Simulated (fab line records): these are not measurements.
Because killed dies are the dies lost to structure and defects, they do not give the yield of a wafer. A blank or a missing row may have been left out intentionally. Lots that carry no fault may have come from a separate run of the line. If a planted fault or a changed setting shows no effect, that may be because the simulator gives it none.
fab line records + flow n5-finfet
record
- lots=7
- wafers=21
route steps=1938 shown BEOL_M13@1705 BEOL_M14@1716 BEOL_M15@1809 MIM_TOP@1835 TV_OPEN@1888
start-h: start of the lot's first displayed wafer, in hours after the record's first day + wait-h: hours from the lot's prior step to this one + " the same as in the row above + L1.1+2: one row covering several wafers at once + - either no value or no given start + * or withheld: withheld + < > ~ a bound
route shown NAME@n: names a module that has steps shown in the file, with the first one's number in the route + usual: mean/standard deviation of fault-free wafers + same: alike in all rows + chamber/n: place in a boat + sites: readings site by site + _std_site: their standard deviation + _edge_site: the outer-site mean with the inner-site mean subtracted + radius-mm: for every site, how far away it sits from the centre of the wafer + mask NAME#n: copy n + behind: the most recent tool/chamber to have shaped the wafer + hold: cause of the lot's hold/its duration in hours/its outcome + device: whichever transistor did not switch (one of n, p or np) + end of line: tests run on the same wafers once the route is complete + step lacking rows: just its recipe + killed: dies that structure and defects cost at the first sort, which is not the same as the wafer's yield + map: per-die view of a wafer (x killed, . not killed, _ where there is no die)
set.NAME: the run value of the setting; set.NAME@STEP: its run value at that earlier step + model.NAME: the simulator's own value behind a step, which no gauge read
lots where settings were altered on purpose, with a table for each step and a row for each wafer
## steps
# step N5_BEOL_M13_SPUTTER_43
# recipe
- material=TaN
- target-thk-a=150
- temp-c=50
- bias-v=168.6
- power-w=15000
- chamber-pressure-pa=0.12
- time-s=24.19
| lot.wafer | tool           | chamber | start-h | wait-h | set.time-s | model.TaN_of_BEOL_M13_SPUTTER_43.thk-nm |
|-----------|----------------|---------|---------|--------|------------|-----------------------------------------|
| L077.3    | pvd-sputter-03 | -       | 294.34  | 0.0    | 24.19      | 15.4                                    |
| L077.5    | "              | -       | "       | "      | 21.71      | 13.6                                    |
| L077.6    | "              | -       | "       | "      | 21.71      | 13.8                                    |
| L081.3+5  | pvd-sputter-03 | -       | 311.88  | 0.0    | 26.28      | 16.2                                    |
| L081.4    | "              | -       | "       | "      | 24.19      | 15.2                                    |
| L084.1+2  | pvd-sputter-02 | -       | 327.48  | 0.0    | 24.19      | 14.8                                    |
| L084.3    | "              | -       | "       | "      | 24.19      | 15                                      |
| L085.2    | pvd-sputter-01 | -       | 329.84  | 0.0    | 24.19      | 15.2                                    |
| L085.3+5  | "              | -       | "       | "      | 24.19      | 15                                      |
| L091.1+6  | pvd-sputter-02 | -       | 363.40  | 0.0    | 21.66      | 13.2                                    |
| L091.4    | "              | -       | "       | "      | 24.19      | 15                                      |
| L089.1+4  | pvd-sputter-02 | -       | 378.59  | 0.0    | 24.19      | 14.6                                    |
| L089.5    | "              | -       | "       | "      | 27.79      | 16.8                                    |
| L094.2    | pvd-sputter-03 | -       | 422.94  | 0.0    | 24.19      | 15                                      |
| L094.4    | "              | -       | "       | "      | 24.19      | 14.8                                    |
| L094.6    | "              | -       | "       | "      | 20.75      | 12.8                                    |
# step N5_BEOL_M13_SPUTTER_44
# recipe
- material=Ta
- target-thk-a=100
- temp-c=50
- bias-v=80
- power-w=15000
- chamber-pressure-pa=0.07
- time-s=16.13
# step N5_BEOL_M13_SPUTTER_45
# recipe
- material=Cu
- target-thk-a=800
- temp-c=-20
- bias-v=60
- power-w=26000
- chamber-pressure-pa=0.13
- time-s=13.33
# step N5_BEOL_M13_ECD_47
# recipe
- material=Cu
- target-thk-a=9360
# step N5_BEOL_M13_ANNEAL_48
# recipe
- temp-c=225
- time-s=90
- ambient=N2
# step N5_BEOL_M13_CMP_49
# recipe
- stop-on=SiOC
- t-overpolish-s=17.1
- down-force-psi=1
- platen-rpm=50
- clearing-platen-down-force-psi=1.5
- clearing-platen-rpm=50
- post-cmp-clean=cu-alkaline
- target-thk-nm=420
- clearing-platen-pad-velocity-m-s=0.99484
- pad-velocity-m-s=0.99484
# usual
- barrier-field-endpoint-s=30.1/0.64
| lot.wafer | tool   | chamber | start-h | wait-h | set.time-s@BEOL_M13_SPUTTER_43 | barrier-field-endpoint-s |
|-----------|--------|---------|---------|--------|--------------------------------|--------------------------|
| L077.3    | cmp-02 | 1       | 295.08  | 0.2    | 24.19                          | 30.3                     |
| L077.5    | "      | 1       | "       | "      | 21.71                          | 28.9                     |
| L077.6    | "      | 2       | "       | "      | 21.71                          | 28.0                     |
| L081.4    | cmp-02 | 1       | 312.63  | 0.1    | 24.19                          | 30.4                     |
| L081.3    | "      | 3       | "       | "      | 26.28                          | 31.4                     |
| L081.5    | "      | 2       | "       | "      | 26.28                          | 31.1                     |
| L084.1    | cmp-03 | 1       | 328.21  | 0.3    | 24.19                          | 29.0                     |
| L084.2    | "      | 2       | "       | "      | 24.19                          | 29.4                     |
| L084.3    | "      | 0       | "       | "      | 24.19                          | 29.6                     |
| L085.2    | cmp-04 | 1       | 330.62  | 0.2    | 24.19                          | 29.7                     |
| L085.3    | "      | 2       | "       | "      | 24.19                          | 29.4                     |
| L085.5    | "      | 1       | "       | "      | 24.19                          | 30.6                     |
| L091.4    | cmp-04 | 2       | 364.14  | 0.1    | 24.19                          | 29.3                     |
| L091.1    | "      | 0       | "       | "      | 21.66                          | 27.5                     |
| L091.6    | "      | 2       | "       | "      | 21.66                          | 27.9                     |
| L089.4    | cmp-03 | 2       | 379.38  | 0.2    | 24.19                          | 30.1                     |
| L089.1    | "      | 3       | "       | "      | 24.19                          | 29.1                     |
| L089.5    | "      | 1       | "       | "      | 27.79                          | 32.3                     |
| L094.4    | cmp-02 | 0       | 424.20  | 0.2    | 24.19                          | 30.6                     |
| L094.2    | "      | 2       | "       | "      | 24.19                          | 29.8                     |
| L094.6    | "      | 0       | "       | "      | 20.75                          | 27.4                     |
# step N5_BEOL_M14_ILD_DEP_00
# recipe
- material=SiO2
- target-thk-a=11193
- temp-c=400
- precursor=TEOS/O2
- pressure-torr=6.5
- rf-w=900
- teos-flow-sccm=161.4
- gas=O2
- flow-sccm=2650
- time-s=237.4
| lot.wafer | tool     | chamber | start-h | wait-h | set.time-s | model.SiO2_of_BEOL_M14_ILD_DEP_00.thk-nm |
|-----------|----------|---------|---------|--------|------------|------------------------------------------|
| L077.3    | pecvd-04 | 1       | 295.56  | 0.0    | 237.4      | 1107                                     |
| L077.5    | "        | 2       | "       | "      | 237.4      | 1135                                     |
| L077.6    | "        | 1       | "       | "      | 237.4      | 1119                                     |
| L081.3    | pecvd-04 | 1       | 313.11  | 0.0    | 237.4      | 1112                                     |
| L081.4    | "        | 1       | "       | "      | 237.4      | 1126                                     |
| L081.5    | "        | 0       | "       | "      | 228.3      | 1080                                     |
| L084.1    | pecvd-03 | 2       | 328.70  | 0.0    | 237.4      | 1086                                     |
| L084.2    | "        | 0       | "       | "      | 237.4      | 1092                                     |
| L084.3    | "        | 1       | "       | "      | 227.8      | 1037                                     |
| L085.2    | pecvd-03 | 0       | 331.07  | 0.0    | 237.4      | 1089                                     |
| L085.3    | "        | 2       | "       | "      | 237.4      | 1102                                     |
| L085.5    | "        | 1       | "       | "      | 237.4      | 1131                                     |
| L091.1    | pecvd-03 | 0       | 364.62  | 0.0    | 237.4      | 1107                                     |
| L091.4    | "        | 1       | "       | "      | 237.4      | 1121                                     |
| L091.6    | "        | 0       | "       | "      | 237.4      | 1111                                     |
| L089.1    | pecvd-01 | 0       | 379.83  | 0.0    | 237.4      | 1105                                     |
| L089.4    | "        | 2       | "       | "      | 237.4      | 1133                                     |
| L089.5    | "        | 0       | "       | "      | 251.7      | 1204                                     |
| L094.2    | pecvd-03 | 0       | 424.65  | 0.0    | 220.6      | 1009                                     |
| L094.4    | "        | 2       | "       | "      | 237.4      | 1131                                     |
| L094.6    | "        | 1       | "       | "      | 220.6      | 1034                                     |
# step N5_BEOL_M14_THK_MEAS_01
# recipe
- reads=SiO2_of_BEOL_M14_ILD_DEP_00
# usual
- M14_ILD_THK=1114/15
| lot.wafer | tool          | chamber | start-h | wait-h | set.time-s@BEOL_M14_ILD_DEP_00 | M14_ILD_THK[nm] |
|-----------|---------------|---------|---------|--------|--------------------------------|-----------------|
| L077.3    | film-metro-02 | -       | 295.75  | 0.1    | 237.4                          | 1107            |
| L077.5    | "             | -       | "       | "      | 237.4                          | 1135            |
| L077.6    | "             | -       | "       | "      | 237.4                          | 1119            |
| L081.3    | film-metro-01 | -       | 313.31  | 0.1    | 237.4                          | 1111            |
| L081.4    | "             | -       | "       | "      | 237.4                          | 1128            |
| L081.5    | "             | -       | "       | "      | 228.3                          | 1080            |
| L084.1    | film-metro-02 | -       | 328.89  | 0.1    | 237.4                          | 1086            |
| L084.2    | "             | -       | "       | "      | 237.4                          | 1093            |
| L084.3    | "             | -       | "       | "      | 227.8                          | 1037            |
| L085.2    | film-metro-01 | -       | 331.26  | 0.1    | 237.4                          | 1090            |
| L085.3    | "             | -       | "       | "      | 237.4                          | 1103            |
| L085.5    | "             | -       | "       | "      | 237.4                          | 1131            |
| L091.1    | film-metro-02 | -       | 364.81  | 0.1    | 237.4                          | 1106            |
| L091.4    | "             | -       | "       | "      | 237.4                          | 1121            |
| L091.6    | "             | -       | "       | "      | 237.4                          | 1111            |
| L089.1    | film-metro-02 | -       | 380.02  | 0.1    | 237.4                          | 1104            |
| L089.4    | "             | -       | "       | "      | 237.4                          | 1133            |
| L089.5    | "             | -       | "       | "      | 251.7                          | 1205            |
| L094.2    | film-metro-02 | -       | 424.84  | 0.1    | 220.6                          | 1010            |
| L094.4    | "             | -       | "       | "      | 237.4                          | 1130            |
| L094.6    | "             | -       | "       | "      | 220.6                          | 1035            |
# step N5_BEOL_M14_COAT_58
# recipe
- resist=BARC
- temp-c=205
- time-s=60
- spin-rpm=1500
- resist-thk-nm=89
# step N5_BEOL_M14_COAT_04
# recipe
- spin-rpm=1704
- resist-thk-nm=800
# step N5_BEOL_M14_DESCUM_15
# recipe
- chemistry=O2
- time-s=7.9
- source-power-w=50
- bias-power-w=20
- pressure-mtorr=20
- rf-frequency-hz=2.712e+07
- temp-c=40
- o2-flow-sccm=225
# step N5_BEOL_M14_ETCH_59
# recipe
- chemistry=N2/H2
- target=BARC
- target-depth-a=890
- overetch-a=267
- time-s=67.9
- ion-energy-ev=200
- pressure-mtorr=30
- source-w=840
- bias-w=150
- n2-flow-sccm=200
- h2-flow-sccm=200
# step N5_BEOL_M14_VIA_ETCH_16
# recipe
- chemistry=C4F8/O2/Ar
- target=SiO2
- he-inner-torr=15
- he-outer-torr=30
- target-depth-a=12313
- time-s=withheld
- ion-energy-ev=800
- pressure-mtorr=20
- source-w=1905
- bias-w=2040
- Ar_flow_sccm=400
- C4F8_flow_sccm=16
- O2_flow_sccm=12
- ends=cleared
| lot.wafer | tool        | chamber | start-h | wait-h | set.time-s@BEOL_M14_ILD_DEP_00 | model.etch.depth-nm |
|-----------|-------------|---------|---------|--------|--------------------------------|---------------------|
| L077.3    | rie-diel-05 | 1       | 296.97  | 0.0    | *                              | 1107                |
| L077.5    | "           | 2       | "       | "      | *                              | 1135                |
| L077.6    | "           | 1       | "       | "      | *                              | 1119                |
| L081.3    | rie-diel-05 | 0       | 315.09  | 0.0    | *                              | 1112                |
| L081.4    | "           | 1       | "       | "      | *                              | 1126                |
| L081.5    | "           | 1       | "       | "      | *                              | 1080                |
| L084.1    | rie-diel-05 | 2       | 329.37  | 0.0    | *                              | 1086                |
| L084.2    | "           | 0       | "       | "      | *                              | 1092                |
| L084.3    | "           | 3       | "       | "      | *                              | 1037                |
| L085.2    | rie-diel-05 | 1       | 331.74  | 0.0    | *                              | 1089                |
| L085.3    | "           | 3       | "       | "      | *                              | 1102                |
| L085.5    | "           | 3       | "       | "      | *                              | 1131                |
| L091.1    | rie-diel-04 | 1       | 365.29  | 0.0    | *                              | 1107                |
| L091.4    | "           | 2       | "       | "      | *                              | 1121                |
| L091.6    | "           | 2       | "       | "      | *                              | 1111                |
| L089.1    | rie-diel-04 | 3       | 380.63  | 0.0    | *                              | 1105                |
| L089.4    | "           | 2       | "       | "      | *                              | 1133                |
| L089.5    | "           | 0       | "       | "      | *                              | 1204                |
| L094.2    | rie-diel-04 | 0       | 425.32  | 0.0    | *                              | 1009                |
| L094.4    | "           | 3       | "       | "      | *                              | 1131                |
| L094.6    | "           | 1       | "       | "      | *                              | 1034                |
# step N5_BEOL_M15_TRENCH_ETCH_34
# recipe
- chemistry=C4F8/O2/Ar
- target=SiO2
- target-depth-a=8729.3
- he-inner-torr=15
- he-outer-torr=30
- time-s=199
- ion-energy-ev=800
- pressure-mtorr=20
- source-w=1905
- bias-w=2040
- Ar_flow_sccm=400
- C4F8_flow_sccm=16
- O2_flow_sccm=12
| lot.wafer | tool        | chamber | start-h | wait-h | set.time-s | model.etch.depth-nm | model.coat_of_BEOL_M15_COAT_22.thk-nm |
|-----------|-------------|---------|---------|--------|------------|---------------------|---------------------------------------|
| L077.3    | rie-diel-02 | 3       | 304.49  | 0.0    | 199        | 894.4               | 533                                   |
| L077.5    | "           | 0       | "       | "      | 231        | 1020                | 512.4                                 |
| L077.6    | "           | 3       | "       | "      | 199        | 892.4               | 533.2                                 |
| L081.3    | rie-diel-01 | 2       | 327.67  | 0.0    | 215.4      | 952.2               | 527.8                                 |
| L081.4    | "           | 2       | "       | "      | 215.4      | 951.4               | 528.6                                 |
| L081.5    | "           | 1       | "       | "      | 199        | 873                 | 541.4                                 |
| L084.1    | rie-diel-02 | 0       | 343.18  | 0.0    | 199        | 877.9               | 546.6                                 |
| L084.2    | "           | 1       | "       | "      | 199        | 846.5               | 552.6                                 |
| L084.3    | "           | 3       | "       | "      | 199        | 889.4               | 538.8                                 |
| L085.2    | rie-diel-02 | 0       | 343.89  | 0.0    | 199        | 880.6               | 541.8                                 |
| L085.3    | "           | 1       | "       | "      | 199        | 860.2               | 546.6                                 |
| L085.5    | "           | 1       | "       | "      | 199        | 861.6               | 544.6                                 |
| L091.1    | rie-diel-01 | 2       | 372.02  | 0.0    | 199        | 872.1               | 542.6                                 |
| L091.4    | "           | 0       | "       | "      | 226.9      | 987.4               | 515.4                                 |
| L091.6    | "           | 1       | "       | "      | 199        | 867                 | 543.8                                 |
| L089.1    | rie-diel-03 | 3       | 386.93  | 0.0    | 199        | 857.6               | 541.2                                 |
| L089.4    | "           | 1       | "       | "      | 215.7      | 970.6               | 518.8                                 |
| L089.5    | "           | 2       | "       | "      | 215.7      | 936.2               | 528                                   |
| L094.2    | rie-diel-01 | 1       | 432.02  | 0.0    | 212.4      | 935.5               | 526                                   |
| L094.4    | "           | 3       | "       | "      | 199        | 872                 | 542.6                                 |
| L094.6    | "           | 0       | "       | "      | 212.4      | 962.5               | 517                                   |
# step N5_BEOL_M15_SPUTTER_45
# recipe
- material=Cu
- target-thk-a=1000
- temp-c=-20
- bias-v=60
- power-w=26000
- chamber-pressure-pa=0.13
- time-s=16.67
| lot.wafer  | tool           | chamber | start-h | wait-h | set.power-w |
|------------|----------------|---------|---------|--------|-------------|
| L077.3+5+6 | pvd-sputter-01 | -       | 306.10  | 0.0    | 26000       |
| L081.3+5   | pvd-sputter-01 | -       | 330.78  | 0.0    | 26000       |
| L081.4     | "              | -       | "       | "      | 22760       |
| L084.1+2   | pvd-sputter-02 | -       | 344.37  | 0.0    | 26000       |
| L084.3     | "              | -       | "       | "      | 22070       |
| L085.2+3+5 | pvd-sputter-01 | -       | 346.40  | 0.0    | 26000       |
| L091.1+4   | pvd-sputter-03 | -       | 373.39  | 0.0    | 29350       |
| L091.6     | "              | -       | "       | "      | 26000       |
| L089.1+4+5 | pvd-sputter-01 | -       | 391.03  | 0.0    | 26000       |
| L094.2     | pvd-sputter-03 | -       | 432.88  | 0.0    | 26000       |
| L094.4+6   | "              | -       | "       | "      | 29040       |
# step N5_BEOL_M15_ECD_47
# recipe
- material=Cu
- target-thk-a=18600
# step N5_BEOL_M15_ANNEAL_48
# recipe
- temp-c=225
- time-s=90
- ambient=N2
# step N5_BEOL_M15_CMP_49
# recipe
- stop-on=SiO2
- t-overpolish-s=4.9
- down-force-psi=2
- platen-rpm=80
- clearing-platen-down-force-psi=2
- clearing-platen-rpm=80
- post-cmp-clean=cu-alkaline
- target-thk-nm=850
- clearing-platen-pad-velocity-m-s=1.5917
- pad-velocity-m-s=1.5917
| lot.wafer | tool   | chamber | start-h | wait-h | set.time-s@BEOL_M15_TRENCH_ETCH_34 | model.Cu_of_BEOL_M15_ECD_47.thk-nm |
|-----------|--------|---------|---------|--------|------------------------------------|------------------------------------|
| L077.3    | cmp-02 | 0       | 306.80  | 0.2    | 199                                | 871                                |
| L077.6    | "      | 3       | "       | "      | 199                                | 870.2                              |
| L077.5    | "      | 0       | "       | "      | 231                                | 998.2                              |
| L081.3    | cmp-01 | 0       | 331.48  | 0.2    | 215.4                              | 929.2                              |
| L081.4    | "      | 1       | "       | "      | 215.4                              | -                                  |
| L081.5    | "      | 3       | "       | "      | 199                                | 850.8                              |
| L084.1    | cmp-01 | 0       | 345.06  | 0.3    | 199                                | 854.2                              |
| L084.3    | "      | 1       | "       | "      | 199                                | -                                  |
| L084.2    | "      | 2       | "       | "      | 199                                | 822                                |
| L085.3    | cmp-03 | 2       | 347.05  | 0.2    | 199                                | 836                                |
| L085.2    | "      | 3       | "       | "      | 199                                | 858                                |
| L085.5    | "      | 3       | "       | "      | 199                                | 838                                |
| L091.4    | cmp-03 | 3       | 374.09  | 0.2    | 226.9                              | -                                  |
| L091.1    | "      | 0       | "       | "      | 199                                | -                                  |
| L091.6    | "      | 2       | "       | "      | 199                                | 844.4                              |
| L089.1    | cmp-02 | 1       | 391.70  | 0.3    | 199                                | 833.4                              |
| L089.4    | "      | 2       | "       | "      | 215.7                              | 945.8                              |
| L089.5    | "      | 1       | "       | "      | 215.7                              | 912.8                              |
| L094.2    | cmp-03 | 2       | 433.80  | 0.2    | 212.4                              | 911.8                              |
| L094.4    | "      | 3       | "       | "      | 199                                | -                                  |
| L094.6    | "      | 2       | "       | "      | 212.4                              | -                                  |
# step N5_BEOL_M15_PRE_CLEAN_52
# recipe
- gas=NH3
- time-s=15
- temp-c=withheld
- rf-power-w=300
# step N5_BEOL_M15_DEP_53
# recipe
- material=SiCN
- target-thk-a=500
- temp-c=withheld
- precursor=3MS/NH3
- pressure-torr=3
- rf-w=675
- time-s=17.8
# step N5_BEOL_M15_RS_MEAS_54
# recipe
- thk-meas-gauge=four-point-probe
- reads=Cu_of_BEOL_M15_ECD_47+Ta_of_BEOL_M15_SPUTTER_44+TaN_of_BEOL_M15_SPUTTER_43
# usual
- M15_RS=0.0214/0.00038
| lot.wafer | tool          | chamber | start-h | wait-h | set.time-s@BEOL_M15_TRENCH_ETCH_34 | M15_RS[ohm/sq] |
|-----------|---------------|---------|---------|--------|------------------------------------|----------------|
| L077.3    | film-metro-01 | -       | 307.18  | 0.1    | 199                                | 0.0210         |
| L077.5    | "             | -       | "       | "      | 231                                | 0.0183         |
| L077.6    | "             | -       | "       | "      | 199                                | 0.0210         |
| L081.3    | film-metro-02 | -       | 331.86  | 0.1    | 215.4                              | 0.0197         |
| L081.4    | "             | -       | "       | "      | 215.4                              | 0.0197         |
| L081.5    | "             | -       | "       | "      | 199                                | 0.0216         |
| L084.1    | film-metro-02 | -       | 345.45  | 0.0    | 199                                | 0.0215         |
| L084.2    | "             | -       | "       | "      | 199                                | 0.0223         |
| L084.3    | "             | -       | "       | "      | 199                                | 0.0212         |
| L085.2    | film-metro-02 | -       | 347.48  | 0.1    | 199                                | 0.0214         |
| L085.3    | "             | -       | "       | "      | 199                                | 0.0219         |
| L085.5    | "             | -       | "       | "      | 199                                | 0.0219         |
| L091.1    | film-metro-02 | -       | 374.47  | 0.0    | 199                                | 0.0216         |
| L091.4    | "             | -       | "       | "      | 226.9                              | 0.0189         |
| L091.6    | "             | -       | "       | "      | 199                                | 0.0217         |
| L089.1    | film-metro-02 | -       | 392.13  | 0.0    | 199                                | 0.0220         |
| L089.4    | "             | -       | "       | "      | 215.7                              | 0.0193         |
| L089.5    | "             | -       | "       | "      | 215.7                              | 0.0201         |
| L094.2    | film-metro-01 | -       | 434.22  | 0.1    | 212.4                              | 0.0201         |
| L094.4    | "             | -       | "       | "      | 199                                | 0.0216         |
| L094.6    | "             | -       | "       | "      | 212.4                              | 0.0195         |
# step N5_MIM_TOP_ALD_01
# recipe
- material=HfO2
- target-thk-a=56
- temp-c=withheld
- ald-precursor-family=Hf-amide
- ald-co-reactant=O3
- pulse-time-s=1
- purge-time-s=3
- co-reactant-purge-time-s=2
- co-reactant-pulse-time-s=3
- ald-cycles=62
| lot.wafer  | tool      | chamber | start-h | wait-h | set.ald-cycles | model.HfO2_of_MIM_TOP_ALD_01.thk-nm |
|------------|-----------|---------|---------|--------|----------------|-------------------------------------|
| L077.3+5   | ald-hk-02 | 0,2     | -       | -      | 62             | 5.6                                 |
| L077.6     | "         | 1       | "       | "      | 71             | 6.4                                 |
| L081.3+4+5 | ald-hk-03 | 1,2,0   | -       | -      | 62             | 5.6                                 |
| L084.1+3   | ald-hk-03 | 2,1     | -       | -      | 62             | 5.6                                 |
| L084.2     | "         | 0       | "       | "      | 67             | 6                                   |
| L085.2+3+5 | ald-hk-02 | 2,1,1   | -       | -      | 62             | 5.6                                 |
| L091.1+4+6 | ald-hk-03 | 2,0,1   | -       | -      | 62             | 5.6                                 |
| L089.1+5   | ald-hk-01 | 3,2     | -       | -      | 72             | 6.6                                 |
| L089.4     | "         | 1       | "       | "      | 62             | 5.6                                 |
| L094.2     | ald-hk-02 | 2       | -       | -      | 55             | 5                                   |
| L094.4+6   | "         | 3       | "       | "      | 62             | 5.6                                 |
# step N5_PASSIVATION_VIA_ETCH_13
# recipe
- chemistry=CHF3/O2
- target=SiO2
- target-depth-a=6600
- CHF3_flow_sccm=50
- O2_flow_sccm=5
- Ar_flow_sccm=200
- time-s=330
- mask-material=PR
- pressure-mtorr=30
- source-w=650
- bias-w=170
- ion-energy-ev=200
- ends=cleared
# usual
- rf-vpp-V=526/9.3
| lot.wafer | tool        | chamber | start-h | wait-h | set.bias-w | rf-vpp-V |
|-----------|-------------|---------|---------|--------|------------|----------|
| L077.3    | rie-diel-02 | 1       | 316.91  | 0.0    | 170        | 531      |
| L077.5    | "           | 2       | "       | "      | 170        | 507      |
| L077.6    | "           | 3       | "       | "      | 170        | 537      |
| L081.3    | rie-diel-01 | 2       | 343.13  | 0.1    | 152.7      | 479      |
| L081.4    | "           | 1       | "       | "      | 152.7      | 484      |
| L081.5    | "           | 2       | "       | "      | 170        | 522      |
| L085.2    | rie-diel-01 | 2       | 355.65  | 0.1    | 170        | 523      |
| L085.3    | "           | 2       | "       | "      | 170        | 522      |
| L085.5    | "           | 2       | "       | "      | 170        | 522      |
| L084.1    | rie-diel-03 | 2       | 355.73  | 0.0    | 170        | 520      |
| L084.2    | "           | 1       | "       | "      | 170        | 542      |
| L084.3    | "           | 0       | "       | "      | 170        | 531      |
| L091.1    | rie-diel-02 | 0       | 381.41  | 0.0    | 170        | 526      |
| L091.4    | "           | 0       | "       | "      | 170        | 526      |
| L091.6    | "           | 1       | "       | "      | 190.2      | 580      |
| L089.1    | rie-diel-03 | 2       | 400.90  | 0.0    | 170        | 522      |
| L089.4    | "           | 2       | "       | "      | 170        | 521      |
| L089.5    | "           | 1       | "       | "      | 170        | 541      |
| L094.2    | rie-diel-03 | 2       | 442.64  | 0.0    | 157.4      | 489      |
| L094.4    | "           | 3       | "       | "      | 157.4      | 485      |
| L094.6    | "           | 2       | "       | "      | 170        | 520      |
# step N5_PASSIVATION_ETCH_15
# recipe
- chemistry=CF4/N2
- target=SiCN
- target-depth-a=750
- taper-deg=2
- time-s=81.2
- ion-energy-ev=150
- mask-material=SiNx
- pressure-mtorr=40
- source-w=430
- bias-w=70
- Ar_flow_sccm=100
- cf4-flow-sccm=60
- n2-flow-sccm=60
# usual
- rf-vpp-V=382.6/1.7
| lot.wafer | tool        | chamber | start-h | wait-h | set.bias-w | rf-vpp-V |
|-----------|-------------|---------|---------|--------|------------|----------|
| L077.3    | rie-diel-02 | 1       | -       | -      | 70         | 383.8    |
| L077.5    | "           | 2       | "       | "      | 70         | 380.9    |
| L077.6    | "           | 3       | "       | "      | 70         | 385.7    |
| L081.3    | rie-diel-01 | 2       | -       | -      | 65.32      | 367.6    |
| L081.4    | "           | 1       | "       | "      | 70         | 382.0    |
| L081.5    | "           | 2       | "       | "      | 65.32      | 368.0    |
| L084.1    | rie-diel-03 | 2       | -       | -      | 70         | 381.5    |
| L084.2    | "           | 1       | "       | "      | 80.12      | 420.6    |
| L084.3    | "           | 0       | "       | "      | 80.12      | 414.8    |
| L085.2    | rie-diel-01 | 2       | -       | -      | 70         | 383.8    |
| L085.3    | "           | 2       | "       | "      | 70         | 385.1    |
| L085.5    | "           | 2       | "       | "      | 70         | 385.7    |
| L091.1    | rie-diel-02 | 0       | -       | -      | 70         | 382.4    |
| L091.4    | "           | 0       | "       | "      | 70         | 381.0    |
| L091.6    | "           | 1       | "       | "      | 70         | 385.2    |
| L089.1    | rie-diel-03 | 2       | -       | -      | 78.39      | 410.2    |
| L089.4    | "           | 2       | "       | "      | 78.39      | 410.6    |
| L089.5    | "           | 1       | "       | "      | 78.39      | 412.9    |
| L094.2    | rie-diel-03 | 2       | -       | -      | 62.87      | 357.5    |
| L094.4    | "           | 3       | "       | "      | 70         | 381.5    |
| L094.6    | "           | 2       | "       | "      | 62.87      | 356.7    |
## key
split
- step=N5_BEOL_M13_SPUTTER_43
- setting=time-s
- stated=24.19
- by=wafer
response
- step=N5_BEOL_M13_SPUTTER_43
- reading=model.TaN_of_BEOL_M13_SPUTTER_43.thk-nm
- change=+0.151
- per=1%
- r=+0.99
response
- step=N5_BEOL_M13_CMP_49
- reading=barrier-field-endpoint-s
- change=+0.174
- per=1%
- r=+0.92
split
- step=N5_BEOL_M14_ILD_DEP_00
- setting=time-s
- stated=237.4
- by=wafer
response
- step=N5_BEOL_M14_ILD_DEP_00
- reading=model.SiO2_of_BEOL_M14_ILD_DEP_00.thk-nm
- change=+14
- per=1%
- r=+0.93
response
- step=N5_BEOL_M14_THK_MEAS_01
- reading=M14_ILD_THK
- change=+14.1
- per=1%
- r=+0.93
response
- step=N5_BEOL_M14_VIA_ETCH_16
- reading=model.etch.depth-nm
- change=+14
- per=1%
- r=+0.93
split
- step=N5_BEOL_M15_TRENCH_ETCH_34
- setting=time-s
- stated=199
- by=wafer
response
- step=N5_BEOL_M15_TRENCH_ETCH_34
- reading=model.etch.depth-nm
- change=+8.86
- per=1%
- r=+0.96
response
- step=N5_BEOL_M15_TRENCH_ETCH_34
- reading=model.coat_of_BEOL_M15_COAT_22.thk-nm
- change=-1.76
- per=1%
- r=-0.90
response
- step=N5_BEOL_M15_CMP_49
- reading=model.Cu_of_BEOL_M15_ECD_47.thk-nm
- change=+8.79
- per=1%
- r=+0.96
response
- step=N5_BEOL_M15_RS_MEAS_54
- reading=M15_RS
- change=-0.0002
- per=1%
- r=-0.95
split
- step=N5_BEOL_M15_SPUTTER_45
- setting=power-w
- stated=26000
- by=wafer
response none clear
split
- step=N5_MIM_TOP_ALD_01
- setting=ald-cycles
- stated=62
- by=wafer
response
- step=N5_MIM_TOP_ALD_01
- reading=model.HfO2_of_MIM_TOP_ALD_01.thk-nm
- change=+0.0569
- per=1%
- r=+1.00
split
- step=N5_PASSIVATION_VIA_ETCH_13
- setting=bias-w
- stated=170
- by=wafer
response
- step=N5_PASSIVATION_VIA_ETCH_13
- reading=rf-vpp-V
- change=+4.32
- per=1%
- r=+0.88
split
- step=N5_PASSIVATION_ETCH_15
- setting=bias-w
- stated=70
- by=wafer
response
- step=N5_PASSIVATION_ETCH_15
- reading=rf-vpp-V
- change=+2.43
- per=1%
- r=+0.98
